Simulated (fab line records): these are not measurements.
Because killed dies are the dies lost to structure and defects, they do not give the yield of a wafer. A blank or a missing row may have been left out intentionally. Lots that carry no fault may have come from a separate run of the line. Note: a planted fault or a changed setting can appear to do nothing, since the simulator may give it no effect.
The same fault as seen by 2 desks + flow n5-finfet + every desk sees just its own numbers, and what lay behind them comes last

FROM THE METROLOGY DESK
Means of the sampled wafers that have a number, per lot and without regard to the tool the lot ran on: this is what the gauges read. Any lot whose mean is over 4 standard deviations away from the usual mean is out of limits and marked OUT; that distance is given in the brackets. Only the readings that lie furthest out on some lot appear, 7 of the 10 it has.
Columns: A = DIBL_N at N5_BEOL_M4_RC_MEAS_101, usual 36.3 mV/V; B = IOFF_P at N5_BEOL_M4_RC_MEAS_101, usual 0.22 nA/um; C = ION_P at N5_BEOL_M4_RC_MEAS_101, usual 463 uA/um; D = SS_N at N5_BEOL_M4_RC_MEAS_101, usual 71.6 mV/dec; E = SS_P at N5_BEOL_M4_RC_MEAS_101, usual 73.3 mV/dec; F = VT_N at N5_BEOL_M4_RC_MEAS_101, usual 250 mV; G = VT_P at N5_BEOL_M4_RC_MEAS_101, usual -250 mV
| lot  | first seen here | A    | B    | C   | D    | E    | F   | G    |
|------|-----------------|------|------|-----|------|------|-----|------|
| L149 | day 9 17:16     | 36.1 | 0.18 | 456 | 71.5 | 72.9 | 251 | -254 |
| L147 | day 10 05:23    | 34.5 | 0.19 | 460 | 71.1 | 72.3 | 252 | -253 |
| L148 | day 10 11:23    | 34.2 | 0.20 | 466 | 71.2 | 72.8 | 252 | -250 |
| L155 | day 11 14:42    | 38.2 | 0.32 | 478 | 72.4 | 73.7 | 248 | -242 |
| L156 | day 11 17:00    | 36.7 | 0.20 | 460 | 71.4 | 73.3 | 249 | -252 |
| L159 | day 12 15:33    | 36.5 | 0.20 | 458 | 71.6 | 73.1 | 250 | -252 |
| L163 | day 13 21:56    | 35.4 | 0.21 | 466 | 71.1 | 73.0 | 250 | -249 |
| L168 | day 15 14:51    | 35.8 | 0.18 | 458 | 71.0 | 73.0 | 254 | -252 |
| L170 | day 16 21:25    | 36.2 | 0.22 | 461 | 72.3 | 72.9 | 250 | -250 |
Finding of this desk: none of the 9 lots has anything out of limits.

DESK OF THE TOOL OWNER: ald-sin-01
The tool's own readings at N5_BEOL_M2_ALD_98 (deposits SiO2, target thk 2.5 nm, pulse time 1 s, co reactant pulse time 1 s): means of the sampled wafers that have a number, for each lot that ran on this tool. Any lot whose mean is over 4 standard deviations away from the usual mean is out of limits and marked OUT; that distance is given in the brackets.
Columns: A = heater-power-w at N5_BEOL_M2_ALD_98, usual 80 W; B = precursor-pulse-height-rel at N5_BEOL_M2_ALD_98, usual 0.999
| lot  | first seen here | A  | B     |
|------|-----------------|----|-------|
| L147 | day 7 14:04     | 83 | 1.004 |
| L149 | day 7 14:37     | 87 | 0.975 |
| L156 | day 9 05:42     | 83 | 0.991 |
| L159 | day 9 23:10     | 77 | 1.000 |
Finding of this desk: none of the 4 lots has anything out of limits.

TAKEN TOGETHER
At the metrology desk, nothing out of limits was observed.
Nothing out of limits was seen by the tool owner's desk.

WHAT THE SIMULATOR HAD INSERTED
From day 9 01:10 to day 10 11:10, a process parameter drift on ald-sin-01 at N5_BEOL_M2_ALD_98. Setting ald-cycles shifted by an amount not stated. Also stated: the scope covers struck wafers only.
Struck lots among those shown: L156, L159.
